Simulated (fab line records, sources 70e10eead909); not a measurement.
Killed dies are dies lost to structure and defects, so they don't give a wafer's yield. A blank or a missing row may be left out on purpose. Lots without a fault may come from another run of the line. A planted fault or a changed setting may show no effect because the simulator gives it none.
Which tool did it? | flow nand_harc | 13 lots, 39 wafers sampled, at 5 steps of a route of 1159

WHAT THE GAUGES READ, wafer by wafer
NHARC_P_CONTACT_INSPECT_14. Usual: raw_defect_count 3.5, standard deviation 2.
lot  | measured     | on                | raw_defect_count | flag
L834 | day 8 00:56  | defect_inspect-01 | 1 2 3            |
L831 | day 8 07:03  | defect_inspect-02 | 7 1 1            |
L835 | day 8 07:31  | defect_inspect-02 | 2 3 3            |
L838 | day 8 12:58  | defect_inspect-02 | 0 1 2            |
L837 | day 8 14:15  | defect_inspect-01 | 4 3 5            |
L841 | day 8 21:54  | defect_inspect-01 | 2 1 8            |
L843 | day 9 03:04  | defect_inspect-02 | 3 6 1            |
L845 | day 9 08:23  | defect_inspect-02 | 3 4 2            |
L849 | day 9 19:02  | defect_inspect-02 | 5 2 2            |
L848 | day 9 19:29  | defect_inspect-01 | 1 4 4            |
L850 | day 10 06:44 | defect_inspect-02 | 2 1 1            |
L854 | day 11 01:01 | defect_inspect-02 | 0 5 6            |
L853 | day 11 01:39 | defect_inspect-02 | 8 2 5            |

NHARC_END_SORT_01. Usual: killed_at_array 29, standard deviation 11; killed_at_other 0.5, standard deviation 0.85; killed_at_periphery 3.0, standard deviation 2.3; killed_dies 33, standard deviation 12; killed_open 3.3, standard deviation 1.9; killed_short 2.0, standard deviation 1.5.
lot  | measured     | on        | killed_at_array | killed_at_other | killed_at_periphery | killed_dies | killed_open | killed_short | flag
L843 | day 28 09:26 | prober-02 | 49              | 0               | 3                   | 52          | 3           | 1            |

WHICH TOOL RAN EACH LOT (tool, then ch and the chambers of the sampled wafers, then the start)
lot  | NHARC_P_GATE_DESCUM_61            | NHARC_P_GATE_DEGAS_109       | NHARC_P_CONTACT_PVD_32
L834 | rie_diel-06 ch 1,2, day 7 17:47   | pvd_sputter-02, day 7 21:52  | pvd_sputter-03, day 8 02:43
L831 | rie_diel-04 ch 1,2, day 8 00:24   | pvd_sputter-02, day 8 04:06  | pvd_sputter-02, day 8 08:51
L835 | rie_diel-04 ch 0,1,3, day 8 00:41 | pvd_sputter-02, day 8 04:28  | pvd_sputter-02, day 8 09:30
L838 | rie_diel-06 ch 0,3, day 8 06:17   | pvd_sputter-01, day 8 10:16  | pvd_sputter-01, day 8 14:54
L837 | rie_diel-05 ch 0,3, day 8 07:44   | pvd_sputter-01, day 8 11:34  | pvd_sputter-02, day 8 16:16
L841 | rie_diel-04 ch 1,2,3, day 8 14:49 | pvd_sputter-02, day 8 18:54  | pvd_sputter-02, day 8 23:44
L843 | rie_diel-06 ch 2,3, day 8 19:29   | pvd_sputter-01, day 8 23:34  | pvd_sputter-02, day 9 04:56
L845 | rie_diel-05 ch 0,2,3, day 9 01:50 | pvd_sputter-03, day 9 05:23  | pvd_sputter-03, day 9 10:13
L849 | rie_diel-06 ch 1,2, day 9 12:27   | pvd_sputter-01, day 9 16:17  | pvd_sputter-02, day 9 20:50
L848 | rie_diel-04 ch 0,1,3, day 9 12:55 | pvd_sputter-02, day 9 16:46  | pvd_sputter-02, day 9 21:19
L850 | rie_diel-05 ch 0,1,2, day 9 23:59 | pvd_sputter-01, day 10 03:43 | pvd_sputter-03, day 10 08:32
L854 | rie_diel-06 ch 0,1, day 10 18:41  | pvd_sputter-02, day 10 22:21 | pvd_sputter-02, day 11 02:49
L853 | rie_diel-05 ch 0,3, day 10 19:13  | pvd_sputter-03, day 10 22:58 | pvd_sputter-02, day 11 03:28
- NHARC_P_GATE_DESCUM_61: chemistry O2, time 3 s.
- NHARC_P_GATE_DEGAS_109: time 60 s.
- NHARC_P_CONTACT_PVD_32: deposits Ti, target thk 5 nm, time 17.7 s.

WHAT THE TOOLS THEMSELVES READ (means of the sampled wafers that have a number; where no wafer has one, the mark that the record gives instead)
NHARC_P_GATE_DESCUM_61. Usual: drypump_motor_current_A 5.8 A, standard deviation 0.59; mfc_ar_sccm 0.005 sccm, standard deviation 0.0083; oes_product_au 0.999 a.u., standard deviation 0.0093; rf_vpp_V 58.0 V, standard deviation 0.92; showerhead_plenum_p_Torr 1.94 Torr, standard deviation 0.08; throttle_valve_pct 11.311 %, standard deviation 0.0083.
lot  | tool        | drypump_motor_current_A (A) | mfc_ar_sccm (sccm) | oes_product_au (a.u.) | rf_vpp_V (V) | showerhead_plenum_p_Torr (Torr) | throttle_valve_pct (%) | flag
L834 | rie_diel-06 | 5.1                         | 0.017              | 0.995                 | 57.6         | 1.97                            | 11.308                 |
L831 | rie_diel-04 | 5.7                         | 0.000              | 0.991                 | 58.2         | 1.96                            | 11.312                 |
L835 | rie_diel-04 | 5.6                         | 0.003              | 0.998                 | 58.3         | 1.96                            | 11.314                 |
L838 | rie_diel-06 | 6.4                         | 0.003              | 1.000                 | 58.4         | 1.98                            | 11.313                 |
L837 | rie_diel-05 | 5.4                         | 0.011              | 0.993                 | 57.0         | 1.88                            | 11.317                 |
L841 | rie_diel-04 | 5.6                         | 0.003              | 1.000                 | 58.5         | 1.99                            | 11.319                 |
L843 | rie_diel-06 | 5.7                         | 0.007              | 1.000                 | 58.0         | 1.94                            | 11.308                 |
L845 | rie_diel-05 | 5.7                         | 0.006              | 0.995                 | 58.1         | 1.93                            | 11.308                 |
L849 | rie_diel-06 | 5.2                         | 0.008              | 1.006                 | 58.0         | 1.89                            | 11.306                 |
L848 | rie_diel-04 | 5.7                         | 0.003              | 1.002                 | 58.0         | 1.96                            | 11.308                 |
L850 | rie_diel-05 | 5.9                         | 0.000              | 0.999                 | 58.1         | 1.94                            | 11.308                 |
L854 | rie_diel-06 | 6.1                         | 0.008              | 0.997                 | 58.4         | 1.99                            | 11.311                 |
L853 | rie_diel-05 | 5.3                         | 0.006              | 0.997                 | 57.0         | 1.90                            | 11.317                 |

NHARC_P_GATE_DEGAS_109. Usual: heater_power_w 474 W, standard deviation 52.
lot  | tool           | heater_power_w (W) | flag
L834 | pvd_sputter-02 | 469                |
L831 | pvd_sputter-02 | 501                |
L835 | pvd_sputter-02 | 461                |
L838 | pvd_sputter-01 | 500                |
L837 | pvd_sputter-01 | 461                |
L841 | pvd_sputter-02 | 474                |
L843 | pvd_sputter-01 | 496                |
L845 | pvd_sputter-03 | 434                |
L849 | pvd_sputter-01 | 486                |
L848 | pvd_sputter-02 | 501                |
L850 | pvd_sputter-01 | 497                |
L854 | pvd_sputter-02 | 491                |
L853 | pvd_sputter-03 | 441                |

NHARC_P_CONTACT_PVD_32. Usual: throttle_valve_pct 29.7 %, standard deviation 0.87.
lot  | tool           | throttle_valve_pct (%) | flag
L834 | pvd_sputter-03 | 28.6                   |
L831 | pvd_sputter-02 | 29.9                   |
L835 | pvd_sputter-02 | 29.5                   |
L838 | pvd_sputter-01 | 30.7                   |
L837 | pvd_sputter-02 | 29.6                   |
L841 | pvd_sputter-02 | 29.5                   |
L843 | pvd_sputter-02 | 29.6                   |
L845 | pvd_sputter-03 | 29.7                   |
L849 | pvd_sputter-02 | 29.7                   |
L848 | pvd_sputter-02 | 29.6                   |
L850 | pvd_sputter-03 | 28.7                   |
L854 | pvd_sputter-02 | 29.7                   |
L853 | pvd_sputter-02 | 29.2                   |

THE ANSWER, worked out from the rows above alone
Rule: a lot is off if the mean of its wafers that have a number lies more than 3 standard deviations from the usual mean. A lot without any number at a reading at which 4 lots or more have one is off too. The other lots that the step has rows for count as sound. The gauges are gone through in route order, then the tools' own readings, and for those a lot's mean is taken as printed above. The first step at which some lot is off is used, and at that step the reading that is off furthest; a lot without a number counts as furthest.
No lot is off at any reading shown: from this, nothing can be told.

WHAT THE SIMULATOR HAD PUT IN
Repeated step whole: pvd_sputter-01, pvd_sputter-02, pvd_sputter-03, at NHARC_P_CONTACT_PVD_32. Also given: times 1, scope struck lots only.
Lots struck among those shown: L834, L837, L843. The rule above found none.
